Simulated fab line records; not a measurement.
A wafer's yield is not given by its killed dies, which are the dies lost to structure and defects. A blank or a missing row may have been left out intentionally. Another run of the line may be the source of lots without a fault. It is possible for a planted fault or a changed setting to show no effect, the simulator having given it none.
fab line records	flow n5Finfet
record lots=24	wafers=72	lastDay=18
route steps=1938 shown FIN_CUT@163 STI_FIN_REVEAL@196 DUMMY_GATE@233
lots that met no fault: from a run of the same line without faults
startH: the number of hours between the record's first day and the start of the first shown wafer of the lot	waitH: how many hours have passed since the lot's step before this one	" the same as in the row above	L1.1+2: a single row standing in for several wafers	- no value, or no start given	* or withheld: withheld	< > ~ a bound
route shown NAME@n: names a module that has steps shown in the file, with the first one's number in the route	usual: mean and standard deviation over wafers with no fault	same: alike in all rows	chamber/n: place in a boat	sites: per-site readings	_std_site: their standard deviation	_edge_site: outer sites' mean less inner sites'	radiusMm: for every site, how far away it sits from the centre of the wafer	mask NAME#n: copy n	behind: the last tool/chamber to shape the wafer	hold: why the lot was held/for how many hours/how that ended	device: whichever transistor did not switch (one of n, p or np)	end of line: tests run on the same wafers once the route is complete	for a step that has no rows: nothing shown but its recipe	killed: dies lost to structure and defects at the first sort, not the wafer's yield	map: dies across one wafer; x = killed, . = not, _ = none there
set.NAME: the setting that was run; set.NAME@STEP: the one run at that earlier step	model.NAME: the simulator's own value behind a step, which no gauge read
steps of the route over a sample of lots; a table a step, a row a wafer
services: from which hour (startH, from the record's first day; less than 0 if before it) a tool's chamber was out of use, for how many hours, and why
## steps
# step N5_FIN_CUT_CD_MEAS_08
# recipe targetCdNm=29.1	landingEnergyEv=500	detector=seInlens	polarity=opening
# usual cdNm=29.05/0.24
lot.wafer	tool	chamber	startH	waitH	cdNm
L074.2	cdSem-01	0	26.80	-	28.81
L074.3	"	0	"	"	29.02
L074.6	"	0	"	"	29.26
L075.3	cdSem-03	0	34.80	-	28.68
L075.4	"	0	"	"	28.99
L075.5	"	0	"	"	29.30
L076.1	cdSem-03	0	38.88	-	29.43
L076.2	"	0	"	"	29.07
L076.5	"	0	"	"	28.71
L077.2	cdSem-01	0	45.24	-	29.07
L077.4	"	0	"	"	28.68
L077.5	"	0	"	"	29.35
L078.2	cdSem-03	0	50.23	-	28.88
L078.5	"	0	"	"	28.99
L078.6	"	0	"	"	28.75
L079.2	cdSem-02	0	58.52	-	28.75
L079.3	"	0	"	"	29.21
L079.4	"	0	"	"	29.17
L080.1	cdSem-02	0	64.60	-	29.29
L080.2	"	0	"	"	28.77
L080.6	"	0	"	"	28.98
L081.2	cdSem-02	0	68.96	-	29.38
L081.3	"	0	"	"	29.03
L081.4	"	0	"	"	29.50
L082.1	cdSem-02	0	75.41	-	28.98
L082.2	"	0	"	"	28.88
L082.4	"	0	"	"	29.27
L083.1	cdSem-03	0	80.84	-	29.26
L083.2	"	0	"	"	29.26
L083.5	"	0	"	"	29.02
L084.1	cdSem-03	0	86.35	-	29.11
L084.3	"	0	"	"	28.92
L084.5	"	0	"	"	29.23
L085.3	cdSem-02	0	93.90	-	28.85
L085.5	"	0	"	"	28.72
L085.6	"	0	"	"	29.10
L086.1	cdSem-02	0	102.96	-	29.00
L086.4	"	0	"	"	29.03
L086.5	"	0	"	"	28.93
L087.1	cdSem-02	0	106.76	-	28.76
L087.5	"	0	"	"	29.47
L087.6	"	0	"	"	29.45
L088.1	cdSem-03	0	111.03	-	29.20
L088.2	"	0	"	"	28.58
L088.4	"	0	"	"	28.93
L089.2	cdSem-02	0	117.58	-	29.38
L089.4	"	0	"	"	28.91
L089.5	"	0	"	"	29.28
L090.1	cdSem-03	0	122.36	-	28.98
L090.4	"	0	"	"	28.96
L090.6	"	0	"	"	28.82
L091.1	cdSem-03	0	128.26	-	29.31
L091.2	"	0	"	"	29.10
L091.4	"	0	"	"	29.40
L092.3	cdSem-02	0	134.80	-	28.97
L092.5	"	0	"	"	28.70
L092.6	"	0	"	"	28.83
L093.4	cdSem-01	0	141.89	-	28.70
L093.5	"	0	"	"	29.07
L093.6	"	0	"	"	28.54
L094.2	cdSem-01	0	147.63	-	29.33
L094.4	"	0	"	"	29.39
L094.5	"	0	"	"	29.28
L095.1	cdSem-03	0	154.31	-	28.88
L095.3	"	0	"	"	28.85
L095.6	"	0	"	"	29.32
L096.1	cdSem-03	0	160.48	-	29.23
L096.2	"	0	"	"	29.14
L096.4	"	0	"	"	29.19
L097.1	cdSem-03	0	166.27	-	28.97
L097.4	"	0	"	"	29.04
L097.6	"	0	"	"	29.03
# step N5_FIN_CUT_STRIP_24
# recipe chemistry=CF4	resist=SiARC	powerW=300	biasPowerW=75	pressureMtorr=50	cf4FlowSccm=150	rfFrequencyHz=6e+07
# usual drypumpMotorCurrentA=5.7/0.58	oesProductAu=0.76/0.094	rfVppV=271.4/1.6	showerheadPlenumPTorr=1.80/0.06	throttleValvePct=13.57/0.23
lot.wafer	tool	chamber	startH	waitH	drypumpMotorCurrentA	oesProductAu	rfHoursCounterH	rfVppV	showerheadPlenumPTorr	throttleValvePct
L074.2	rieDiel-06	0	27.46	0.0	5.9	0.68	230	272.3	1.83	13.69
L074.3	"	2	"	"	5.5	0.69	225	271.3	1.78	13.58
L074.6	"	2	"	"	5.5	0.69	-	271.4	1.78	13.58
L075.3	rieDiel-03	0	35.34	0.0	5.9	0.69	220	268.9	1.71	13.69
L075.4	"	3	"	"	6.2	0.68	-	269.0	1.70	13.93
L075.5	"	0	"	"	5.9	0.68	-	270.2	1.71	13.69
L076.1	rieDiel-06	2	39.42	0.0	5.4	0.68	229	270.4	1.78	13.58
L076.2	"	0	"	"	5.9	0.68	234	273.2	1.83	13.69
L076.5	"	1	"	"	6.8	0.72	-	272.8	1.87	13.76
L077.2	rieDiel-06	1	46.13	0.0	6.7	0.72	167	274.4	1.87	13.78
L077.4	"	2	"	"	5.5	0.69	231	271.8	1.78	13.57
L077.5	"	3	"	"	6.0	0.81	-	271.3	1.81	13.41
L078.2	rieDiel-03	2	50.77	0.0	5.1	0.73	183	269.5	1.73	13.76
L078.5	"	1	"	"	5.4	0.77	-	273.5	1.86	13.59
L078.6	"	2	"	"	5.1	0.72	-	270.9	1.73	13.77
L079.2	rieDiel-06	1	59.06	0.0	6.8	0.71	169	272.5	1.86	13.76
L079.3	"	3	"	"	6.0	0.80	106	271.3	1.81	13.43
L079.4	"	0	"	"	6.0	0.68	240	271.9	1.82	13.71
L080.1	rieDiel-04	1	65.27	0.0	4.6	0.71	212	272.3	1.84	13.37
L080.2	"	0	"	"	6.4	0.96	0	272.6	1.83	13.51
L080.6	"	2	"	"	5.4	0.69	-	268.3	1.69	13.81
L081.2	rieDiel-04	0	69.50	0.0	6.5	0.94	2	272.4	1.83	13.51
L081.3	"	2	"	"	5.4	0.70	248	269.7	1.69	13.78
L081.4	"	3	"	"	5.5	0.69	238	271.6	1.83	13.65
L082.1	rieDiel-03	2	75.95	0.0	5.1	0.72	190	269.3	1.73	13.77
L082.2	"	3	"	"	6.2	0.67	240	268.1	1.70	13.94
L082.4	"	2	"	"	5.1	0.73	-	270.0	1.73	13.78
L083.1	rieDiel-04	3	81.38	0.0	5.5	0.68	243	271.3	1.83	13.66
L083.2	"	1	"	"	4.7	0.71	219	272.5	1.84	13.39
L083.5	"	0	"	"	6.4	0.92	-	272.1	1.83	13.51
L084.1	rieDiel-03	0	86.89	0.0	5.9	0.68	236	270.1	1.71	13.72
L084.3	"	1	"	"	5.4	0.76	155	272.7	1.86	13.60
L084.5	"	1	"	"	5.4	0.77	-	272.1	1.86	13.62
L085.3	rieDiel-03	2	94.44	0.0	5.1	0.72	195	268.9	1.73	13.80
L085.5	"	1	"	"	5.4	0.76	-	271.9	1.86	13.61
L085.6	"	0	"	"	5.9	0.68	-	269.3	1.70	13.73
L086.1	rieDiel-03	1	103.50	0.0	5.4	0.76	160	272.8	1.86	13.61
L086.4	"	2	"	"	5.1	0.72	198	269.7	1.73	13.81
L086.5	"	1	"	"	5.4	0.76	-	272.1	1.86	13.63
L087.1	rieDiel-03	1	107.30	0.0	5.4	0.75	162	272.2	1.86	13.63
L087.5	"	1	"	"	5.4	0.75	-	272.7	1.86	13.63
L087.6	"	2	"	"	5.1	0.72	-	268.4	1.73	13.80
L088.1	rieDiel-06	1	111.57	0.0	6.8	0.70	188	271.8	1.86	13.80
L088.2	"	2	"	"	5.5	0.68	251	271.6	1.77	13.63
L088.4	"	2	"	"	5.5	0.68	-	269.5	1.77	13.61
L089.2	rieDiel-06	0	118.12	0.0	5.9	0.96	3	272.4	1.82	13.17
L089.4	"	3	"	"	6.0	0.79	-	272.9	1.81	13.47
L089.5	"	0	"	"	5.9	0.96	-	272.5	1.82	13.14
L090.1	rieDiel-04	0	122.90	0.0	6.4	0.88	21	273.3	1.83	13.55
L090.4	"	2	"	"	5.4	0.93	9	274.3	1.90	13.26
L090.6	"	3	"	"	5.5	0.94	-	272.3	1.83	13.09
L091.1	rieDiel-04	3	128.80	0.0	5.5	0.92	5	271.9	1.83	13.10
L091.2	"	1	"	"	4.7	0.70	235	272.5	1.83	13.41
L091.4	"	2	"	"	5.4	0.93	11	273.0	1.90	13.25
L092.3	rieDiel-03	1	135.35	0.0	5.4	0.75	172	271.6	1.86	13.65
L092.5	"	1	"	"	5.4	0.75	-	272.0	1.86	13.64
L092.6	"	2	"	"	5.1	0.71	-	270.0	1.72	13.83
L093.4	rieDiel-06	0	142.43	0.0	5.9	0.92	11	271.5	1.82	13.17
L093.5	"	3	"	"	5.9	0.77	-	269.2	1.80	13.49
L093.6	"	2	"	"	5.5	0.94	-	270.4	1.77	13.04
L094.2	rieDiel-04	0	148.17	0.0	6.4	0.87	28	271.1	1.83	13.58
L094.4	"	1	"	"	4.6	0.69	241	271.6	1.83	13.43
L094.5	"	1	"	"	4.7	0.69	-	272.6	1.83	13.44
L095.1	rieDiel-06	3	154.97	0.0	6.0	0.77	135	270.6	1.80	13.50
L095.3	"	2	"	"	5.5	0.91	8	270.3	1.77	13.07
L095.6	"	3	"	"	6.0	0.77	-	271.0	1.80	13.49
L096.1	rieDiel-04	1	161.02	0.0	4.7	0.69	244	270.9	1.83	13.46
L096.2	"	2	"	"	5.4	0.89	21	273.6	1.89	13.29
L096.4	"	3	"	"	5.5	0.89	14	271.9	1.83	13.13
L097.1	rieDiel-04	2	166.82	0.0	5.4	0.89	22	273.7	1.89	13.28
L097.4	"	0	"	"	6.4	0.86	33	271.7	1.82	13.56
L097.6	"	1	"	"	4.7	0.69	-	272.6	1.83	13.44
# step N5_FIN_CUT_CUT_ETCH_28
# recipe chemistry=HBr/Cl2/O2	target=Si	targetDepthA=60	maskMaterial=SOC	timeS=2.4	ionEnergyEv=*	biasW=*	pressureMtorr=10	icpW=800	HBr_flow_sccm=150	Cl2_flow_sccm=80	O2_flow_sccm=12
# usual drypumpMotorCurrentA=5.8/0.42	oesProductAu=1.008/0.0097	throttleValvePct=37.2/0.4
lot.wafer	tool	chamber	startH	waitH	drypumpMotorCurrentA	oesProductAu	rfHoursCounterH	throttleValvePct
L074.2	rieSi-04	3	27.72	0.0	6.0	1.043	200	37.3
L074.3	"	2	"	"	6.1	1.012	198	37.5
L074.6	"	3	"	"	6.0	1.036	-	37.3
L075.3	rieSi-02	3	35.61	0.0	6.6	1.001	53	37.3
L075.4	"	0	"	"	6.2	1.010	112	36.9
L075.5	"	0	"	"	6.2	1.002	-	36.9
L076.1	rieSi-03	0	39.69	0.0	5.5	1.015	79	36.5
L076.2	"	2	"	"	6.0	0.999	141	37.8
L076.5	"	3	"	"	5.4	1.007	-	37.0
L077.2	rieSi-02	0	46.74	0.0	6.3	1.006	112	36.9
L077.4	"	2	"	"	6.1	1.018	124	36.8
L077.5	"	3	"	"	6.6	0.999	-	37.3
L078.2	rieSi-04	1	51.04	0.0	5.2	1.011	129	37.4
L078.5	"	3	"	"	5.9	1.034	-	37.3
L078.6	"	2	"	"	6.0	1.012	-	37.5
L079.2	rieSi-03	3	59.32	0.0	5.4	1.003	164	37.0
L079.3	"	0	"	"	5.5	1.023	80	36.5
L079.4	"	1	"	"	5.7	1.016	9	37.6
L080.1	rieSi-03	3	65.53	0.0	5.4	1.012	164	37.0
L080.2	"	1	"	"	5.7	1.019	9	37.6
L080.6	"	1	"	"	5.6	1.010	-	37.6
L081.2	rieSi-03	1	69.77	0.0	5.7	1.008	9	37.6
L081.3	"	2	"	"	6.0	1.006	142	37.8
L081.4	"	3	"	"	5.5	1.008	164	37.0
L082.1	rieSi-02	0	76.22	0.0	6.3	1.008	113	36.9
L082.2	"	1	"	"	5.2	1.008	101	37.6
L082.4	"	2	"	"	6.0	1.013	125	36.8
L083.1	rieSi-02	2	81.65	0.0	6.0	1.013	125	36.8
L083.2	"	0	"	"	6.2	1.002	113	36.9
L083.5	"	0	"	"	6.2	1.008	-	36.9
L084.1	rieSi-03	2	87.16	0.0	6.0	1.005	142	37.8
L084.3	"	3	"	"	5.5	1.009	164	37.0
L084.5	"	2	"	"	6.0	1.015	-	37.8
L085.3	rieSi-02	0	94.71	0.0	6.3	1.011	113	36.9
L085.5	"	1	"	"	5.2	1.007	-	37.6
L085.6	"	2	"	"	6.0	1.015	-	36.8
L086.1	rieSi-02	2	103.77	0.0	6.0	1.008	125	36.8
L086.4	"	0	"	"	6.3	1.006	113	36.9
L086.5	"	1	"	"	5.2	1.013	-	37.6
L087.1	rieSi-02	3	107.57	0.0	6.6	1.002	54	37.3
L087.5	"	2	"	"	6.0	1.019	-	36.8
L087.6	"	1	"	"	5.2	1.013	-	37.6
L088.1	rieSi-03	3	111.84	0.0	5.5	1.010	165	37.0
L088.2	"	1	"	"	5.7	1.008	9	37.6
L088.4	"	2	"	"	6.0	1.000	142	37.8
L089.2	rieSi-03	1	118.39	0.0	5.7	1.005	10	37.6
L089.4	"	0	"	"	5.5	1.014	81	36.5
L089.5	"	2	"	"	6.0	1.005	-	37.8
L090.1	rieSi-04	1	123.17	0.0	5.2	1.013	130	37.4
L090.4	"	0	"	"	5.9	0.979	6	37.5
L090.6	"	3	"	"	6.0	0.986	-	37.2
L091.1	rieSi-03	2	129.07	0.0	5.9	1.004	142	37.8
L091.2	"	1	"	"	5.7	1.007	10	37.6
L091.4	"	3	"	"	5.4	1.010	165	37.0
L092.3	rieSi-02	0	135.68	0.0	6.3	1.007	114	36.9
L092.5	"	0	"	"	6.2	1.004	-	36.9
L092.6	"	3	"	"	6.6	1.002	-	37.3
L093.4	rieSi-02	0	142.69	0.0	6.2	1.012	114	36.9
L093.5	"	3	"	"	6.6	0.994	-	37.4
L093.6	"	2	"	"	6.0	1.013	-	36.8
L094.2	rieSi-02	2	148.43	0.0	6.0	1.012	126	36.8
L094.4	"	3	"	"	6.6	1.003	55	37.4
L094.5	"	1	"	"	5.2	1.010	-	37.7
L095.1	rieSi-04	2	155.24	0.0	6.1	0.985	1	37.6
L095.3	"	0	"	"	5.9	0.982	7	37.5
L095.6	"	0	"	"	5.9	0.988	-	37.5
L096.1	rieSi-02	2	161.29	0.0	6.0	1.008	126	36.8
L096.2	"	1	"	"	5.2	1.009	102	37.6
L096.4	"	0	"	"	6.3	0.999	114	36.9
L097.1	rieSi-03	0	167.09	0.0	5.5	1.020	82	36.5
L097.4	"	3	"	"	5.5	1.002	166	37.0
L097.6	"	0	"	"	5.5	1.016	-	36.5
# step N5_STI_FIN_REVEAL_RECESS_09
# recipe chemistry=HF/NH3	target=SiO2	afsCycles=11	targetDepthA=425	tempC=30	sublimationTempC=180	sublimationTimeS=60
# usual drypumpMotorCurrentA=6.05/0.19
lot.wafer	tool	chamber	startH	waitH	drypumpMotorCurrentA
L074.2	vaporEtch-02	0	35.03	0.2	6.28
L074.3	"	1	"	"	6.28
L074.6	"	0	"	"	6.28
L075.3	vaporEtch-01	1	42.90	0.6	5.83
L075.4	"	0	"	"	6.09
L075.5	"	0	"	"	6.10
L076.1	vaporEtch-02	1	46.22	0.0	6.28
L076.2	"	0	"	"	6.33
L076.5	"	0	47.28	1.1	6.32
L077.2	vaporEtch-01	0	53.32	0.1	6.10
L077.4	"	0	"	"	6.08
L077.5	"	1	"	"	5.83
L078.2	vaporEtch-01	0	57.39	0.0	6.08
L078.5	"	1	58.45	1.1	5.83
L078.6	"	0	"	"	6.08
L079.2	vaporEtch-01	0	65.61	0.0	6.10
L079.3	"	0	"	"	6.11
L079.4	"	1	"	"	5.81
L080.1	vaporEtch-01	0	72.32	0.0	6.07
L080.2	"	1	"	"	5.80
L080.6	"	0	73.38	1.1	6.10
L081.2	vaporEtch-02	0	76.22	0.0	6.29
L081.3	"	1	"	"	6.31
L081.4	"	0	"	"	6.30
L082.1	vaporEtch-02	0	82.60	0.0	6.26
L082.2	"	1	"	"	6.25
L082.4	"	1	"	"	6.22
L083.1	vaporEtch-01	0	87.87	0.0	6.09
L083.2	"	1	"	"	5.82
L083.5	"	0	88.93	1.1	6.09
L084.1	vaporEtch-02	1	93.40	0.0	6.27
L084.3	"	1	"	"	6.23
L084.5	"	0	"	"	6.30
L085.3	vaporEtch-01	0	102.58	0.6	6.10
L085.5	"	1	"	"	5.80
L085.6	"	0	"	"	6.11
L086.1	vaporEtch-02	1	110.39	0.0	6.26
L086.4	"	0	"	"	6.29
L086.5	"	1	"	"	6.29
L087.1	vaporEtch-01	1	114.70	0.0	5.80
L087.5	"	0	115.76	1.1	6.11
L087.6	"	1	"	"	5.84
L088.1	vaporEtch-01	1	118.33	0.0	5.80
L088.2	"	0	"	"	6.09
L088.4	"	1	"	"	5.81
L089.2	vaporEtch-01	1	124.81	0.0	5.86
L089.4	"	0	"	"	6.10
L089.5	"	1	"	"	5.83
L090.1	vaporEtch-01	1	129.59	0.0	5.80
L090.4	"	1	"	"	5.79
L090.6	"	0	"	"	6.10
L091.1	vaporEtch-02	1	135.31	0.0	6.27
L091.2	"	0	"	"	6.31
L091.4	"	0	"	"	6.30
L092.3	vaporEtch-01	0	142.52	0.6	6.09
L092.5	"	1	"	"	5.81
L092.6	"	0	"	"	6.10
L093.4	vaporEtch-01	0	149.70	0.6	6.09
L093.5	"	0	"	"	6.08
L093.6	"	1	"	"	5.80
L094.2	vaporEtch-01	1	155.39	0.0	5.82
L094.4	"	0	"	"	6.11
L094.5	"	1	"	"	5.83
L095.1	vaporEtch-01	0	161.58	0.0	6.09
L095.3	"	0	"	"	6.09
L095.6	"	0	"	"	6.11
L096.1	vaporEtch-01	1	167.53	0.0	5.83
L096.2	"	0	"	"	6.09
L096.4	"	1	"	"	5.82
L097.1	vaporEtch-01	0	173.35	0.0	6.09
L097.4	"	0	"	"	6.10
L097.6	"	1	"	"	5.82
# step N5_DUMMY_GATE_INSPECT_17
# recipe mode=adi	inspectInstrument=brightfield
# usual rawDefectCount=189/50
lot.wafer	tool	chamber	startH	waitH	rawDefectCount
L074.2	defectInspect-01	-	48.33	0.0	221
L074.3	"	-	"	"	165
L074.6	"	-	"	"	191
L075.3	defectInspect-01	-	57.66	0.0	156
L075.4	"	-	"	"	210
L075.5	"	-	"	"	142
L076.1	defectInspect-02	-	57.70	0.1	300
L076.2	"	-	"	"	216
L076.5	"	-	"	"	168
L077.2	defectInspect-02	-	69.23	0.0	235
L077.4	"	-	"	"	151
L077.5	"	-	"	"	214
L078.2	defectInspect-01	-	69.27	0.1	142
L078.5	"	-	"	"	156
L078.6	"	-	"	"	180
L079.2	defectInspect-01	-	78.97	0.0	135
L079.3	"	-	"	"	184
L079.4	"	-	"	"	123
L081.2	defectInspect-02	-	87.63	0.0	215
L081.3	"	-	"	"	225
L081.4	"	-	"	"	170
L080.1	defectInspect-02	-	90.99	0.1	202
L080.2	"	-	"	"	242
L080.6	"	-	"	"	203
L082.1	defectInspect-01	-	95.56	0.1	186
L082.2	"	-	"	"	193
L082.4	"	-	"	"	95
L083.1	defectInspect-02	-	101.33	0.1	133
L083.2	"	-	"	"	250
L083.5	"	-	"	"	161
L084.1	defectInspect-02	-	109.32	0.1	180
L084.3	"	-	"	"	228
L084.5	"	-	"	"	192
L085.3	defectInspect-02	-	116.09	0.0	188
L085.5	"	-	"	"	165
L085.6	"	-	"	"	178
L086.1	defectInspect-01	-	124.84	0.1	202
L086.4	"	-	"	"	129
L086.5	"	-	"	"	198
L087.1	defectInspect-02	-	128.32	0.1	221
L087.5	"	-	"	"	217
L087.6	"	-	"	"	195
L088.1	defectInspect-01	-	131.89	0.1	292
L088.2	"	-	"	"	244
L088.4	"	-	"	"	149
L089.2	defectInspect-02	-	136.51	0.0	282
L089.4	"	-	"	"	271
L089.5	"	-	"	"	196
L090.1	defectInspect-01	-	141.76	0.1	242
L090.4	"	-	"	"	243
L090.6	"	-	"	"	228
L091.1	defectInspect-02	-	146.94	0.1	211
L091.2	"	-	"	"	175
L091.4	"	-	"	"	176
L092.3	defectInspect-01	-	154.45	0.0	126
L092.5	"	-	"	"	137
L092.6	"	-	"	"	171
L093.4	defectInspect-01	-	160.60	0.0	141
L093.5	"	-	"	"	277
L093.6	"	-	"	"	202
L094.2	defectInspect-01	-	166.90	0.0	218
L094.4	"	-	"	"	206
L094.5	"	-	"	"	130
L095.1	defectInspect-02	-	173.19	0.1	273
L095.3	"	-	"	"	223
L095.6	"	-	"	"	238
L096.1	defectInspect-01	-	181.62	0.1	105
L096.2	"	-	"	"	135
L096.4	"	-	"	"	97
L097.1	defectInspect-01	-	184.84	0.1	112
L097.4	"	-	"	"	129
L097.6	"	-	"	"	86
# step N5_DUMMY_GATE_ETCH_37
# recipe chemistry=N2/H2	target=SOC	targetDepthA=600	overetchA=300	tempC=40	ionEnergyEv=200	pressureMtorr=30	sourceW=840	biasW=150	n2FlowSccm=200	h2FlowSccm=200
# usual drypumpMotorCurrentA=5.7/0.54	oesProductAu=0.62/0.081	rfVppV=524.4/3	showerheadPlenumPTorr=2.57/0.11	throttleValvePct=17.83/0.22
lot.wafer	tool	chamber	startH	waitH	drypumpMotorCurrentA	oesProductAu	rfHoursCounterH	rfVppV	showerheadPlenumPTorr	throttleValvePct
L074.2	rieDiel-04	1	48.59	0.0	4.7	0.58	205	525.0	2.63	17.67
L074.3	"	3	"	"	5.5	0.55	230	526.2	2.63	17.81
L074.6	"	0	"	"	6.4	0.54	-	525.1	2.60	18.23
L075.3	rieDiel-06	3	57.83	0.0	6.0	0.64	105	524.4	2.57	17.64
L075.4	"	0	"	"	5.9	0.54	240	525.6	2.63	18.05
L075.5	"	3	"	"	6.0	0.64	-	523.4	2.57	17.64
L076.1	rieDiel-03	1	57.87	0.0	5.4	0.61	152	527.3	2.67	18.05
L076.2	"	3	"	"	6.2	0.54	233	521.0	2.42	18.18
L076.5	"	0	"	"	5.9	0.54	-	522.2	2.39	17.72
L077.2	rieDiel-06	3	69.41	0.0	6.0	0.64	109	525.9	2.57	17.66
L077.4	"	2	"	"	5.5	0.54	238	523.8	2.52	17.76
L077.5	"	3	"	"	6.0	0.64	-	525.5	2.57	17.64
L078.2	rieDiel-03	0	69.45	0.0	5.9	0.55	230	519.8	2.39	17.73
L078.5	"	0	"	"	5.9	0.54	-	520.3	2.39	17.74
L078.6	"	2	"	"	5.1	0.57	-	520.5	2.42	17.87
L079.2	rieDiel-04	3	79.15	0.0	5.5	0.54	242	526.0	2.62	17.82
L079.3	"	0	"	"	6.5	0.74	5	525.2	2.60	17.81
L079.4	"	0	"	"	6.4	0.74	-	524.7	2.60	17.82
L081.2	rieDiel-03	2	87.81	0.0	5.1	0.57	193	520.8	2.42	17.86
L081.3	"	3	"	"	6.2	0.54	244	520.1	2.41	18.23
L081.4	"	1	"	"	5.4	0.61	155	526.5	2.67	18.06
L080.1	rieDiel-03	2	91.17	0.0	5.1	0.58	194	522.4	2.42	17.85
L080.2	"	0	"	"	5.9	0.54	237	521.1	2.39	17.75
L080.6	"	0	"	"	5.9	0.54	-	519.2	2.39	17.75
L082.1	rieDiel-04	3	95.74	0.0	5.5	0.54	248	525.4	2.62	17.81
L082.2	"	1	"	"	4.7	0.56	223	526.3	2.62	17.70
L082.4	"	3	"	"	5.5	0.54	-	524.5	2.62	17.83
L083.1	rieDiel-03	2	101.60	0.0	5.1	0.57	197	520.3	2.42	17.87
L083.2	"	0	"	"	5.9	0.55	240	520.7	2.38	17.74
L083.5	"	2	"	"	5.1	0.58	-	519.2	2.42	17.86
L084.1	rieDiel-06	2	109.50	0.0	5.5	0.54	250	521.9	2.52	17.78
L084.3	"	1	"	"	6.8	0.56	187	526.6	2.65	18.15
L084.5	"	3	"	"	6.0	0.63	-	521.8	2.57	17.67
L085.3	rieDiel-04	3	116.28	0.0	5.5	0.77	0	524.3	2.62	17.42
L085.5	"	3	"	"	5.5	0.76	-	525.6	2.62	17.42
L085.6	"	0	"	"	6.5	0.71	-	524.3	2.59	17.85
L086.1	rieDiel-03	2	125.20	0.0	5.1	0.57	207	520.5	2.41	17.89
L086.4	"	1	"	"	5.4	0.60	169	526.7	2.66	18.07
L086.5	"	0	"	"	5.9	0.54	-	519.1	2.38	17.78
L087.1	rieDiel-03	2	128.50	0.0	5.1	0.57	208	519.7	2.41	17.88
L087.5	"	0	"	"	5.9	0.53	-	520.6	2.38	17.78
L087.6	"	1	"	"	5.4	0.60	-	527.6	2.66	18.07
L088.1	rieDiel-03	2	132.07	0.0	5.1	0.57	208	520.4	2.41	17.87
L088.2	"	3	"	"	6.2	0.75	1	527.7	2.73	17.79
L088.4	"	1	"	"	5.4	0.60	-	526.4	2.66	18.08
L089.2	rieDiel-04	2	136.68	0.0	5.4	0.73	13	530.8	2.71	17.64
L089.4	"	1	"	"	4.7	0.56	237	525.6	2.62	17.71
L089.5	"	0	"	"	6.5	0.70	-	526.0	2.59	17.86
L090.1	rieDiel-03	2	141.94	0.0	5.1	0.56	213	519.1	2.41	17.89
L090.4	"	3	"	"	6.2	0.74	-	527.5	2.73	17.80
L090.6	"	1	"	"	5.4	0.60	-	526.8	2.66	18.08
L091.1	rieDiel-06	1	147.17	0.0	6.8	0.57	200	524.6	2.64	18.17
L091.2	"	2	"	"	5.5	0.74	7	522.7	2.51	17.34
L091.4	"	3	"	"	6.0	0.61	133	522.7	2.56	17.70
L092.3	rieDiel-04	0	154.81	0.0	6.4	0.69	29	525.8	2.59	17.86
L092.5	"	0	"	"	6.4	0.70	-	525.2	2.59	17.85
L092.6	"	1	"	"	4.7	0.55	-	526.2	2.62	17.72
L093.4	rieDiel-03	0	160.85	0.0	5.9	0.78	-	528.9	2.70	17.40
L093.5	"	2	"	"	5.1	0.56	-	520.4	2.41	17.91
L093.6	"	1	"	"	5.4	0.60	-	525.2	2.65	18.12
L094.2	rieDiel-03	1	167.08	0.0	5.4	0.59	185	526.3	2.65	18.09
L094.4	"	0	"	"	5.9	0.77	-	528.0	2.70	17.43
L094.5	"	1	"	"	5.4	0.59	-	525.8	2.65	18.12
L095.1	rieDiel-03	3	173.87	0.0	6.2	0.72	13	529.0	2.72	17.81
L095.3	"	1	"	"	5.4	0.59	188	527.0	2.65	18.11
L095.6	"	0	"	"	5.9	0.77	-	527.9	2.69	17.42
L096.1	rieDiel-03	2	181.80	0.0	5.1	0.56	228	519.7	2.41	17.93
L096.2	"	3	"	"	6.2	0.71	15	528.2	2.72	17.81
L096.4	"	1	"	"	5.4	0.59	190	525.6	2.65	18.12
L097.1	rieDiel-04	0	185.28	0.0	6.5	0.68	39	526.1	2.58	17.87
L097.4	"	3	"	"	5.5	0.70	-	525.7	2.61	17.43
L097.6	"	2	"	"	5.4	0.70	-	527.9	2.70	17.66
## services
tool	chamber	startH	hours	kind
rieDiel-04	3	5.25	3.1	repair
rieDiel-06	2	9.83	5.2	repair
rieDiel-03	1	14.80	20.7	repair
rieDiel-06	3	16.53	11.1	repair
rieDiel-04	2	18.00	33.3	repair
rieDiel-03	3	20.93	10.8	repair
rieDiel-06	2	22.53	1.3	repair
vaporEtch-01	-	48.76	4.2	repair
rieSi-02	-	49.31	14.6	pm
rieDiel-03	1	59.88	17.3	repair
rieDiel-03	2	70.11	5.4	repair
rieDiel-06	3	104.73	4.3	repair
rieSi-04	3	105.30	6.4	repair
rieDiel-03	3	109.89	-	clean
rieDiel-03	3	109.89	-	consumableReplace:focusRing
rieDiel-03	3	109.89	-	consumableReplace:showerhead
rieSi-04	2	111.45	2.5	repair
rieDiel-03	0	128.83	-	clean
rieDiel-03	0	128.83	-	consumableReplace:focusRing
rieDiel-03	0	128.83	-	consumableReplace:showerhead
rieSi-02	2	133.76	5.6	repair
rieSi-03	3	147.08	9.5	repair
rieSi-03	-	152.46	0.6	repair
rieDiel-04	1	179.78	2.1	repair
## key
fault none
